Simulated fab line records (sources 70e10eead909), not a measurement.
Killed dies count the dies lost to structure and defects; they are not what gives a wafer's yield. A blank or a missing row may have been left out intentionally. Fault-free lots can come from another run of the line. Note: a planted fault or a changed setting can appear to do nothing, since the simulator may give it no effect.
A lot that was struck, set against a sound lot	flow nand harc	13 out of 1302 route steps
Sound: the wafers L457.2, L457.4, L457.5. The struck wafers were L468.1, L468.3, L468.6. At the end, the cause is stated.
At each step with rows: each side's tool, then ch and its chambers, then its first start. Under that, the readings that differ: sound wafers	struck wafers	difference of the means	sigmas: that difference in standard deviations of wafers without a fault.
alike: readings with means less than 2 such deviations apart, plus words and numbers identical on both sides. not compared: withheld readings, readings lacking a value on some wafer, bounds such as >300 that could conceal the same value, and numbers that have no deviation in the record and whose values overlap.
The two part at a step that has a row with sigmas, a row that says differs or no value, or rows on one side only. When numbers do not overlap yet have no deviation, they are printed without sigmas and do not part them. Lack of a reading on every wafer of one side parts them only where that side has two or more wafers.

first, 7 steps without rows for these wafers: NHARC_A_STAIRCASE_EBR_180; NHARC_A_STAIRCASE_EXPOSE_181 (exposes mask STAIR 2); NHARC_A_STAIRCASE_PEB_182 (peb time 130 s); NHARC_A_STAIRCASE_DEVELOP_183 (time 140 s); NHARC_A_STAIRCASE_HARDBAKE_185 (time 140 s); NHARC_A_STAIRCASE_DESCUM_186 (chemistry O2, time 3 s); NHARC_A_STAIRCASE_TRIM_187 (chemistry O2, time 211.2 s).
NHARC_A_STAIRCASE_ETCH_188: etches the open film in C4F8/O2, target depth 100 nm, time 40.5 s.
  sound on rie diel-07 ch 1,2; struck on rie diel-07 ch 2,3
  alike: oes product au, rf vpp V, run length s
  not compared: rf hours counter h
NHARC_A_STAIRCASE_TRIM_189: chemistry O2, time 211.2 s.
  sound on rie diel-07 ch 0,1; struck on rie diel-07 ch 1,2,3
reading	sound	struck	difference	sigmas
rf vpp V (V)	58.5 57.4 59.7	57.3 55.9 56.6	-1.9	-2
  alike: drypump motor current A, mfc ar sccm, oes product au, showerhead plenum p Torr, throttle valve pct
  not compared: rf hours counter h
NHARC_A_STAIRCASE_ETCH_190: etches the open film in C4F8/O2, target depth 100 nm, time 40.5 s.
  sound on rie diel-07 ch 0,1,2; struck on rie diel-07 ch 1,2
reading	sound	struck	difference	sigmas
oes product au (a.u.)	0.934 0.927 0.929	0.965 0.943 0.958	+0.025	+3
  alike: rf vpp V, run length s
  not compared: rf hours counter h
NHARC_A_STAIRCASE_TRIM_191: chemistry O2, time 211.2 s.
  sound on rie diel-07 ch 0,1,2; struck on rie diel-07 ch 1,2
  alike: drypump motor current A, mfc ar sccm, oes product au, rf vpp V, showerhead plenum p Torr, throttle valve pct
  not compared: rf hours counter h
NHARC_A_STAIRCASE_ETCH_192: etches the open film in C4F8/O2, target depth 100 nm, time 40.5 s.
  sound on rie diel-07 ch 0,1,2, day 18 18:17; struck on rie diel-07 ch 0,3, day 22 23:46
reading	sound	struck	difference	sigmas
oes product au (a.u.)	0.933 0.937 0.934	0.942 0.957 0.966	+0.020	+2
run length s (s)	61.7 61.3 62.2	41.0 40.6 41.0	-20.9	-39
  alike: rf vpp V
  not compared: rf hours counter h
NHARC_A_STAIRCASE_TRIM_193: chemistry O2, time 211.2 s.
  sound on rie diel-07 ch 0,1; struck on rie diel-07 ch 0,3
  alike: drypump motor current A, mfc ar sccm, oes product au, rf vpp V, showerhead plenum p Torr, throttle valve pct
  not compared: rf hours counter h

== WHERE THEY PART ==
At NHARC_A_STAIRCASE_TRIM_189 first; at NHARC_A_STAIRCASE_ETCH_192 last (within this record only). Later steps at which nothing parts them and some readings are alike: NHARC_A_STAIRCASE_TRIM_193.

WHY: the cause the simulator had injected
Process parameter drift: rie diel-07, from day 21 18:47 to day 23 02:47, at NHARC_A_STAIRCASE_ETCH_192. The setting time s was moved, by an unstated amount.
